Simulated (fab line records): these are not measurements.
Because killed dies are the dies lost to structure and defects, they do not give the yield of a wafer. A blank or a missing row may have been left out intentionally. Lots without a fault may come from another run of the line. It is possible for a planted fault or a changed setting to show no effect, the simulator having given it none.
Split-lot study / flow n5Finfet / 7 lots, 21 wafers read, on a route of 1938 steps

== SPLIT DETAILS ==
At N5_BEOL_M10_ILD_DEP_00 (deposits SiCOH lowk from DEMS/porogen, target thk 308.51 nm, time 58 s), the setting timeS was moved away from the recipe's 58 s on 7 of the 21 wafers read, by -11.2% to +6.1%. This setting was run at the recipe's value on the other wafers.

== BETWEEN THE SPLIT AND THE READING: the file shows 1 step in between ==
- N5_BEOL_M10_CURE_71: cures SiCOH lowk, time 240 s

== THE READING ==
M10_ILD_THK at N5_BEOL_M10_THK_MEAS_01, in nm. Typical for fault-free wafers on this fab line: 268 nm, with standard deviation 3.3 nm.

wafer=L074.2; tool, chamber at the split=pecvd-03, 2; timeS as run, s=58; against the recipe=recipe; M10_ILD_THK, nm=262; against lot-mates on the recipe=-
wafer=L074.5; tool, chamber at the split=pecvd-03, 2; timeS as run, s=58; against the recipe=recipe; M10_ILD_THK, nm=269; against lot-mates on the recipe=-
wafer=L074.6; tool, chamber at the split=pecvd-03, 1; timeS as run, s=61.53; against the recipe=+6.1%; M10_ILD_THK, nm=287; against lot-mates on the recipe=+22
wafer=L077.1; tool, chamber at the split=pecvd-03, 0; timeS as run, s=58; against the recipe=recipe; M10_ILD_THK, nm=265; against lot-mates on the recipe=-
wafer=L077.4; tool, chamber at the split=pecvd-03, 1; timeS as run, s=58; against the recipe=recipe; M10_ILD_THK, nm=270; against lot-mates on the recipe=-
wafer=L077.5; tool, chamber at the split=pecvd-03, 0; timeS as run, s=58; against the recipe=recipe; M10_ILD_THK, nm=271; against lot-mates on the recipe=-
wafer=L080.2; tool, chamber at the split=pecvd-01, 0; timeS as run, s=58; against the recipe=recipe; M10_ILD_THK, nm=271; against lot-mates on the recipe=-
wafer=L080.5; tool, chamber at the split=pecvd-01, 1; timeS as run, s=52.42; against the recipe=-9.6%; M10_ILD_THK, nm=248; against lot-mates on the recipe=-23
wafer=L080.6; tool, chamber at the split=pecvd-01, 0; timeS as run, s=52.42; against the recipe=-9.6%; M10_ILD_THK, nm=244; against lot-mates on the recipe=-27
wafer=L085.1; tool, chamber at the split=pecvd-03, 0; timeS as run, s=58; against the recipe=recipe; M10_ILD_THK, nm=266; against lot-mates on the recipe=-
wafer=L085.4; tool, chamber at the split=pecvd-03, 1; timeS as run, s=51.53; against the recipe=-11.2%; M10_ILD_THK, nm=236; against lot-mates on the recipe=-30
wafer=L085.5; tool, chamber at the split=pecvd-03, 2; timeS as run, s=51.53; against the recipe=-11.2%; M10_ILD_THK, nm=244; against lot-mates on the recipe=-22
wafer=L087.2; tool, chamber at the split=pecvd-01, 0; timeS as run, s=51.51; against the recipe=-11.2%; M10_ILD_THK, nm=239; against lot-mates on the recipe=-23
wafer=L087.3; tool, chamber at the split=pecvd-01, 2; timeS as run, s=58; against the recipe=recipe; M10_ILD_THK, nm=262; against lot-mates on the recipe=-
wafer=L087.6; tool, chamber at the split=pecvd-01, 0; timeS as run, s=51.51; against the recipe=-11.2%; M10_ILD_THK, nm=243; against lot-mates on the recipe=-19
wafer=L091.1; tool, chamber at the split=pecvd-03, 0; timeS as run, s=58; against the recipe=recipe; M10_ILD_THK, nm=268; against lot-mates on the recipe=-
wafer=L091.3; tool, chamber at the split=pecvd-03, 1; timeS as run, s=58; against the recipe=recipe; M10_ILD_THK, nm=264; against lot-mates on the recipe=-
wafer=L091.6; tool, chamber at the split=pecvd-03, 1; timeS as run, s=58; against the recipe=recipe; M10_ILD_THK, nm=268; against lot-mates on the recipe=-
wafer=L095.1; tool, chamber at the split=pecvd-04, 1; timeS as run, s=58; against the recipe=recipe; M10_ILD_THK, nm=271; against lot-mates on the recipe=-
wafer=L095.4; tool, chamber at the split=pecvd-04, 2; timeS as run, s=58; against the recipe=recipe; M10_ILD_THK, nm=273; against lot-mates on the recipe=-
wafer=L095.5; tool, chamber at the split=pecvd-04, 1; timeS as run, s=58; against the recipe=recipe; M10_ILD_THK, nm=272; against lot-mates on the recipe=-

THE FIT
A straight line over all 21 wafers: M10_ILD_THK changes by +2.48 nm for each +1% of timeS; r = +0.97; the points scatter about the line by 3.6 nm.
The same after taking each lot's own level away (the mean of its wafers on the recipe; 21 wafers): +2.36 nm for each +1%; r = +0.97; scatter 3.4 nm.
That fit puts the effect of the largest move of timeS on the reading at 26 nm.
Measured against the standard deviation above, the lots' own levels, which go from 262.0 to 272.0 nm, span 3.0 times it.
Consequently the slope shifts little with the lot-to-lot level, the two slopes agreeing.
Check: with one of the wafers moved furthest among these (-11.2%) left out of the fit, the line predicts -26.3 nm for it against its lot-mates. Against them it came out at -23 nm.

== ADDITIONAL SPLITS CARRIED BY THESE WAFERS ==
Before the reading, these wafers also passed through other splits. Each is held against what the fit with the lots' levels taken away leaves over:
other split on the same wafers=N5_BEOL_M5_ETCH_72 biasW; wafers away from the commonest value=7; r with M10_ILD_THK (lot level and that fit taken away)=-0.19
other split on the same wafers=N5_BEOL_M5_DEP_56 timeS; wafers away from the commonest value=4; r with M10_ILD_THK (lot level and that fit taken away)=+0.51
other split on the same wafers=N5_BEOL_M7_ILD_DEP_00 timeS; wafers away from the commonest value=7; r with M10_ILD_THK (lot level and that fit taken away)=-0.26
other split on the same wafers=N5_BEOL_M7_ETCH_61 sourceW; wafers away from the commonest value=10; r with M10_ILD_THK (lot level and that fit taken away)=+0.10
other split on the same wafers=N5_BEOL_M7_COAT_71 spinRpm; wafers away from the commonest value=9; r with M10_ILD_THK (lot level and that fit taken away)=+0.06
other split on the same wafers=N5_BEOL_M8_ETCH_65 sourceW; wafers away from the commonest value=8; r with M10_ILD_THK (lot level and that fit taken away)=-0.11
other split on the same wafers=N5_BEOL_M8_TRENCH_ETCH_37 biasW; wafers away from the commonest value=6; r with M10_ILD_THK (lot level and that fit taken away)=+0.20
other split on the same wafers=N5_BEOL_M9_PECVD_70 timeS; wafers away from the commonest value=6; r with M10_ILD_THK (lot level and that fit taken away)=-0.21

== THE WHOLE CHAIN: every reading that the file lists as answering this split, in the file's order ==
step=N5_BEOL_M10_ILD_DEP_00; what it does=deposits SiCOH lowk from DEMS/porogen, target thk 308.51 nm, time 58 s; reading=SiCOH_lowk_of_BEOL_M10_ILD_DEP_00.thkNm (the simulator's own value, which no gauge read); change (the file's fit)=+2.68 nm for each +1% of the setting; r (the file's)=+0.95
step=N5_BEOL_M10_CURE_71; what it does=cures SiCOH lowk, time 240 s; reading=SiCOH_lowk_of_BEOL_M10_ILD_DEP_00.thkNm (the simulator's own value, which no gauge read); change (the file's fit)=+2.36 nm for each +1% of the setting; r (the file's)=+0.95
step=N5_BEOL_M10_THK_MEAS_01; what it does=; reading=M10_ILD_THK; change (the file's fit)=+2.37 for each +1% of the setting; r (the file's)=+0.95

== THE FILE'S OWN FIT ==
M10_ILD_THK changes by +2.37 nm for each +1% of timeS, r = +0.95.
